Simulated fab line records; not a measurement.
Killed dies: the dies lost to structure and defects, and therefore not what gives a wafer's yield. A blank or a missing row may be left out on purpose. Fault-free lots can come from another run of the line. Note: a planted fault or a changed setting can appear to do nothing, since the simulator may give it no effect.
Matching of chambers || flow n5-finfet || 3 sister chambers for N5_FIN_SAQP_PECVD_48 on pecvd-02
The step deposits SiNx from SiH4/NH3/N2, target thk 25 nm, time 22.1 s. 3 wafers are shown with their chamber, then 9 later ones without.

## WAFERS, EACH WITH ITS CHAMBER
{"wafer": "L088.4", "chamber": 2, "throttle-valve-pct (%)": 37}
{"wafer": "L088.5", "chamber": 1, "throttle-valve-pct (%)": 46}
{"wafer": "L088.6", "chamber": 0, "throttle-valve-pct (%)": 37}

## WAFERS WITHOUT THEIR CHAMBER
{"wafer": "L090.4", "throttle-valve-pct (%)": 37}
{"wafer": "L090.5", "throttle-valve-pct (%)": 46}
{"wafer": "L090.6", "throttle-valve-pct (%)": 37}
{"wafer": "L092.1", "throttle-valve-pct (%)": 37}
{"wafer": "L092.2", "throttle-valve-pct (%)": 37}
{"wafer": "L092.3", "throttle-valve-pct (%)": 45}
{"wafer": "L094.1", "throttle-valve-pct (%)": 37}
{"wafer": "L094.4", "throttle-valve-pct (%)": 37}
{"wafer": "L094.5", "throttle-valve-pct (%)": 38}

## THE CHAMBER EACH PASSED THROUGH
{"wafer": "L090.4", "from the rows above": "can't be placed: 0 or 2", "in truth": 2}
{"wafer": "L090.5", "from the rows above": 1, "in truth": 1}
{"wafer": "L090.6", "from the rows above": "can't be placed: 0 or 2", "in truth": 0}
{"wafer": "L092.1", "from the rows above": "can't be placed: 0 or 2", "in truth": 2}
{"wafer": "L092.2", "from the rows above": "can't be placed: 0 or 2", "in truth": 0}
{"wafer": "L092.3", "from the rows above": 1, "in truth": 1}
{"wafer": "L094.1", "from the rows above": "can't be placed: 0 or 2", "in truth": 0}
{"wafer": "L094.4", "from the rows above": "can't be placed: 0 or 2", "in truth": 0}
{"wafer": "L094.5", "from the rows above": "can't be placed: 0 or 2", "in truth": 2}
2 of 9 placed correctly. From these rows, 7 cannot be placed; in 7 the true chamber is one of the candidates. Wrongly placed: 0.
How it was worked out, from the rows above alone: a wafer's distance from a chamber is the root of the sum, over the readings, of the square of ((its reading less the chamber's mean) divided by the reading's scatter). If the next closest chamber is less than 2 further off than the closest, the wafer can't be placed; otherwise it belongs to the closest. For every chamber, the mean is computed from those of its wafers that are shown. The scatter: root of mean squared gap, hidden wafer to nearest shown wafer, with one shown wafer a chamber.
